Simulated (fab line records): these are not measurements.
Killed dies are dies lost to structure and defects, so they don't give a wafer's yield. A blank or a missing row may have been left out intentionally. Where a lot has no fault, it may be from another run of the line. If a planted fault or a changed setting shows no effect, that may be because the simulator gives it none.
Which tool is to blame? ; flow nand harc ; 13 lots with 39 wafers sampled at 5 steps, on a route of 1302 steps

## WHAT EACH GAUGE READ, for each wafer
NHARC_A_ONON_D2_THK_MEAS_11: measures by ellipsometry.
lot;measured;on;thk nm (nm)
L126;day 13 00:25;film metro-02;1002 1000 1000
L127;day 13 00:34;film metro-02;992 990 990
L128;day 13 19:47;film metro-01;999 997 998
L129;day 14 00:26;film metro-01;992 993 992
L131;day 14 17:13;film metro-02;980 982 980
L130;day 14 17:14;film metro-01;999 998 998
L132;day 15 20:30;film metro-02;1013 1012 1013
L136;day 16 19:31;film metro-01;324 323 325 326 324 325
L137;day 17 05:44;film metro-01;315 317 315 315 314 314
L144;day 20 01:22;film metro-02;987 986 986
L145;day 21 00:50;film metro-01;986 986 988
L146;day 21 22:51;film metro-02;1013 1012 1015
L148;day 22 11:36;film metro-01;1015 1013 1015

## WHAT TOOL EACH LOT RAN ON (gives the tool, then ch and the chambers of the sampled wafers, and finally the start)
lot;NHARC_A_CHANNEL_HOLE_D1_STRIP_27;NHARC_A_CHANNEL_FILL_D1_ALD_02;NHARC_A_CHANNEL_FILL_D1_ALD_16;NHARC_A_ONON_D2_DEP_09
L126;rie diel-07 ch 0,1,3, day 9 12:53 or earlier;ald hk-04 ch 0,2,3, day 9 12:53;ald hk-04 ch 0,1,2, day 10 01:26;pecvd onon-01 ch 0, day 12 23:54
L127;rie diel-05 ch 0,1,3, day 9 16:42 or earlier;ald hk-04 ch 1,2,3, day 9 16:42;ald hk-01 ch 1,2,3, day 10 04:56;pecvd onon-02 ch 0, day 13 00:07
L128;rie diel-07 ch 0,1, day 9 23:00 or earlier;ald hk-04 ch 0,1, day 9 23:00;ald hk-04 ch 0,1,2, day 10 11:13;pecvd onon-03 ch 0, day 13 19:20
L129;rie diel-01 ch 2,3, day 10 08:27 or earlier;ald hk-03 ch 1,2, day 10 08:27;ald hk-01 ch 0,1,3, day 10 20:43;pecvd onon-01 ch 0, day 13 23:55
L131;rie diel-01 ch 0,3, day 11 05:58 or earlier;ald hk-01 ch 1,2,3, day 11 05:58;ald hk-03 ch 0,3, day 11 18:02;pecvd onon-02 ch 0, day 14 16:50
L130;rie diel-01 ch 1,3, day 11 08:50 or earlier;ald hk-01 ch 0,1, day 11 08:50;ald hk-01 ch 0,3, day 11 21:03;pecvd onon-01 ch 0, day 14 16:43
L132;rie diel-01 ch 0,3, day 12 05:29 or earlier;ald hk-03 ch 1,2, day 12 05:29;ald hk-03 ch 1,2, day 12 17:41;pecvd onon-03 ch 0, day 15 20:02
L136;rie diel-01 ch 1,2, day 13 09:21 or earlier;ald hk-04 ch 0,1, day 13 09:21;ald hk-03 ch 1,2,3, day 13 22:59;pecvd onon-03 ch 0, day 16 19:07
L137;rie diel-01 ch 1,2,3, day 13 17:38 or earlier;ald hk-04 ch 0,2,3, day 13 17:38;ald hk-04 ch 1,2,3, day 14 05:49;pecvd onon-03 ch 0, day 17 05:17
L144;rie diel-05 ch 1,2,3, day 16 16:53 or earlier;ald hk-03 ch 0,2,3, day 16 16:53;ald hk-04 ch 0,1,2, day 17 05:09;pecvd onon-02 ch 0, day 20 00:51
L145;rie diel-07 ch 1,2,3, day 17 10:44 or earlier;ald hk-01 ch 0,1,2, day 17 10:44;ald hk-04 ch 1,2,3, day 17 22:55;pecvd onon-03 ch 0, day 21 00:19
L146;rie diel-05 ch 0,2, day 17 14:51 or earlier;ald hk-04 ch 0,1, day 17 14:51;ald hk-04 ch 0,1,3, day 18 03:03;pecvd onon-03 ch 0, day 21 22:23
L148;rie diel-01 ch 1,2, day 18 13:50 or earlier;ald hk-01 ch 0,1, day 18 13:50;ald hk-04 ch 0,1,3, day 19 02:09;pecvd onon-03 ch 0, day 22 11:09
- NHARC_A_CHANNEL_HOLE_D1_STRIP_27: strips in O2.
- NHARC_A_CHANNEL_FILL_D1_ALD_02: deposits SiO2, target thk 6 nm, pulse time 10 s, ald cycles 60.
- NHARC_A_CHANNEL_FILL_D1_ALD_16: deposits SiO2, target thk 1.5 nm, pulse time 10 s, ald cycles 15.
- NHARC_A_ONON_D2_DEP_09: target thk 1000 nm.

## WHAT THE TOOLS THEMSELVES READ (means of the sampled wafers that have a number; where no wafer has one, the mark that the record gives instead)
NHARC_A_CHANNEL_HOLE_D1_STRIP_27.
lot;tool;drypump motor current A (A);oes product au (a.u.);rf vpp V (V);showerhead plenum p Torr (Torr);throttle valve pct (%)
L126;rie diel-07;6.00;1.010;57.7;3.47;17.033
L127;rie diel-05;5.73;0.993;57.9;3.65;17.037
L128;rie diel-07;5.99;1.006;57.8;3.32;17.028
L129;rie diel-01;5.44;0.988;57.8;3.42;17.025
L131;rie diel-01;5.52;0.995;58.2;3.62;17.036
L130;rie diel-01;5.35;0.997;57.5;3.47;17.039
L132;rie diel-01;5.41;1.002;57.3;3.46;17.040
L136;rie diel-01;5.49;1.004;58.4;3.58;17.041
L137;rie diel-01;5.45;1.003;57.1;3.50;17.038
L144;rie diel-05;5.43;1.006;58.2;3.61;17.039
L145;rie diel-07;5.96;1.006;57.3;3.52;17.040
L146;rie diel-05;5.92;1.003;58.6;3.65;17.030
L148;rie diel-01;5.58;0.997;56.7;3.61;17.037

NHARC_A_CHANNEL_FILL_D1_ALD_02.
lot;tool;heater power outer w (W);heater power w (W);precursor pulse height rel
L126;ald hk-04;257;453;1.010
L127;ald hk-04;251;462;0.996
L128;ald hk-04;257;461;1.003
L129;ald hk-03;278;477;1.003
L131;ald hk-01;247;438;0.989
L130;ald hk-01;228;427;1.022
L132;ald hk-03;280;486;0.997
L136;ald hk-04;274;456;1.008
L137;ald hk-04;254;443;1.016
L144;ald hk-03;271;479;0.992
L145;ald hk-01;237;423;0.999
L146;ald hk-04;272;466;1.008
L148;ald hk-01;254;450;0.996

NHARC_A_CHANNEL_FILL_D1_ALD_16.
lot;tool;heater power outer w (W);heater power w (W);precursor pulse height rel
L126;ald hk-04;260;452;0.982
L127;ald hk-01;250;439;0.989
L128;ald hk-04;257;458;0.989
L129;ald hk-01;236;416;1.015
L131;ald hk-03;255;469;0.987
L130;ald hk-01;210;397;0.997
L132;ald hk-03;261;481;0.990
L136;ald hk-03;267;485;0.984
L137;ald hk-04;246;457;1.017
L144;ald hk-04;262;457;0.994
L145;ald hk-04;251;454;1.007
L146;ald hk-04;260;463;0.992
L148;ald hk-04;262;471;1.017

## THE ANSWER, worked out from the rows above alone
Rule: what is usual is taken from the lots themselves. Put in order of their means at a reading, lots are off if they are a third of the lots or fewer, leave a main group of 4 or more, and stand apart from it by a gap of 3 or more times the standard deviation of the main group's means; of several such gaps the widest counts. The tables above print the reading to a certain number of digits; a main group whose means all agree to those digits is not used. A lot without any number at a reading at which 4 lots or more have one is off too. All remaining lots with rows at the step are treated as sound. First the gauges in route order, then the tools' own readings, where a lot's mean is used as printed above. At the first step where some lot is off, the reading lying furthest off is the one used; lots without a number count as furthest.
Off, at NHARC_A_ONON_D2_THK_MEAS_11 on thk nm: L136, L137. Main group: mean 998 nm, sd 11.
If a tool, at a process step before that reading, ran all the lots that are off and no sound lot after the first of them, it fits. The gauges at NHARC_A_ONON_D2_THK_MEAS_11 are tried like those tools. NHARC_A_CHANNEL_HOLE_D1_STRIP_27: start missing for some lots; hours and lot order therefore follow NHARC_A_CHANNEL_FILL_D1_ALD_02. Not one of the candidates tried fits.

## WHAT HAD BEEN PUT IN BY THE SIMULATOR
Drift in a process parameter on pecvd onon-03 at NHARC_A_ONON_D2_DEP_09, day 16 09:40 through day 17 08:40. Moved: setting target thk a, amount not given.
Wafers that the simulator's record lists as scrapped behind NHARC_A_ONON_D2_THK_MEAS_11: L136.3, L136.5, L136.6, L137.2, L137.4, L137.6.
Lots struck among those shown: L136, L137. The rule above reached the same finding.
